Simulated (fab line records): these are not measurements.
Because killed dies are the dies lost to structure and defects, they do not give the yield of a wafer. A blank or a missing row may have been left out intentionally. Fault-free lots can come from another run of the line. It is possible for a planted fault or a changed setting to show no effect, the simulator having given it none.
Split-lot trial	flow n5Finfet	route with 1938 steps; 7 lots, 21 wafers read

== ABOUT THE SPLIT ==
At N5_BEOL_M4_DESCUM_16 (chemistry O2, time 7 s), the setting timeS was moved away from the recipe's 7 s on 8 of the 21 wafers read, by -18.9% to -15.1%. For the rest of the wafers, this setting stayed at what the recipe calls for.

The file shows no step between the split and the reading.

== THE READING ==
CAR-EUV_of_BEOL_M4_COAT_05.thkNm (the simulator's own value, which no gauge read), in nm, at N5_BEOL_M4_ETCH_74 (etches underlayer in N2/H2, target depth 6.5 nm, time 5.2 s). There is no usual value for it anywhere in the file. The 13 wafers here that ran the recipe average 20.3 nm, standard deviation 0.092 nm.

wafer	tool, chamber at the split	timeS as run, s	against the recipe	CAR-EUV_of_BEOL_M4_COAT_05.thkNm, nm	against lot-mates on the recipe
L080.4	rieDiel-01, 3	5.675	-18.9%	21	+0.6
L080.5	rieDiel-01, 1,0	7	recipe	20.4	-
L080.6	rieDiel-01, 1,0	7	recipe	20.4	-
L084.2	rieDiel-05, 3,0,0	7	recipe	20.2	-
L084.4	rieDiel-05, 3,0,0	7	recipe	20.2	-
L084.5	rieDiel-05, 3,0,0	7	recipe	20.2	-
L086.1	rieDiel-05, 3,2	5.788	-17.3%	20.8	+0.6
L086.2	rieDiel-05, 3,2	5.788	-17.3%	21	+0.8
L086.3	rieDiel-05, 0	7	recipe	20.2	-
L092.2	rieDiel-05, 1	7	recipe	20.4	-
L092.4	rieDiel-05, 2	7	recipe	20.4	-
L092.5	rieDiel-05, 2	7	recipe	20.2	-
L093.3	rieDiel-03, 3,0	5.717	-18.3%	21	+0.8
L093.6	rieDiel-03, 3,0	5.717	-18.3%	21	+0.8
L093.4	rieDiel-03, 2	7	recipe	20.2	-
L094.1	rieDiel-03, 2,3,0	5.946	-15.1%	20.8	no lot-mate on the recipe
L094.5	rieDiel-03, 2,3,0	5.946	-15.1%	20.8	no lot-mate on the recipe
L094.6	rieDiel-03, 2,3,0	5.946	-15.1%	21	no lot-mate on the recipe
L097.2	rieDiel-01, 1,0	7	recipe	20.2	-
L097.4	rieDiel-01, 1,0	7	recipe	20.2	-
L097.6	rieDiel-01, 2	7	recipe	20.2	-
When a row names more than one chamber, that row covers several wafers, and the file does not tell which wafer ran in which chamber.

FIT RESULTS
A straight line over all 21 wafers: CAR-EUV_of_BEOL_M4_COAT_05.thkNm changes by -0.0392 nm for each +1% of timeS; r = -0.97; the points scatter about the line by 0.092 nm.
The same after taking each lot's own level away (the mean of its wafers on the recipe; 18 wafers): -0.0398 nm for each +1%; r = -0.98; scatter 0.071 nm.
Per that fit: largest timeS move, reading shift of 0.75 nm.
The lots' own levels span 20.20 to 20.40 nm, that is 2.2 times the standard deviation above.
So the lot-to-lot level changes the slope little: the two slopes agree.
Check: with one of the wafers moved furthest among these (-18.9%) left out of the fit, the line predicts +0.797 nm for it against its lot-mates. It came out at +0.6 nm against them.

== THE OTHER SPLITS THESE WAFERS WENT THROUGH ==
Other splits were also applied to these wafers ahead of the reading. Each is held against what the fit with the lots' levels taken away leaves over:
other split on the same wafers	wafers away from the commonest value	r with CAR-EUV_of_BEOL_M4_COAT_05.thkNm (lot level and that fit taken away)
N5_MOL_CONTACT_COAG_PECVD_31 tempC	5	-0.42
N5_MOL_CONTACT_COAG_COAT_78 spinRpm	4	+0.28
N5_MOL_CONTACT_COAG_ETCHBACK_135 timeS	11	+0.15
N5_MOL_CONTACT_COAG_COAT_64 spinRpm	8	+0.15
N5_BEOL_M0_SAQP_EXPOSE_11 doseMj	7	-0.14
N5_BEOL_M0_SAQP_PEB_12 pebTimeS	8	-0.01
N5_BEOL_M0_SAQP_CUT_ETCH_46 sourceW	7	-0.32
N5_BEOL_M0_CUTY_COAT_50 spinRpm	7	-0.19
N5_BEOL_M1_SPUTTER_48 timeS	7	+0.10
N5_BEOL_M2_SPUTTER_86 timeS	7	-0.33
N5_BEOL_M3_ETCH_70 sourceW	5	-0.25

== THE WHOLE CHAIN: every reading that the file lists as answering this split, in the file's order ==
step	what it does	reading	change (the file's fit)	r (the file's)
N5_BEOL_M4_DESCUM_16	chemistry O2, time 7 s	CAR-EUV_of_BEOL_M4_COAT_05.thkNm (the simulator's own value, which no gauge read)	-0.0404 nm for each +1% of the setting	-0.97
N5_BEOL_M4_ETCH_74	etches underlayer in N2/H2, target depth 6.5 nm, time 5.2 s	CAR-EUV_of_BEOL_M4_COAT_05.thkNm (the simulator's own value, which no gauge read)	-0.0384 nm for each +1% of the setting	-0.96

== THE FILE'S OWN FIT ==
CAR-EUV_of_BEOL_M4_COAT_05.thkNm changes by -0.0384 nm for each +1% of timeS, r = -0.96.
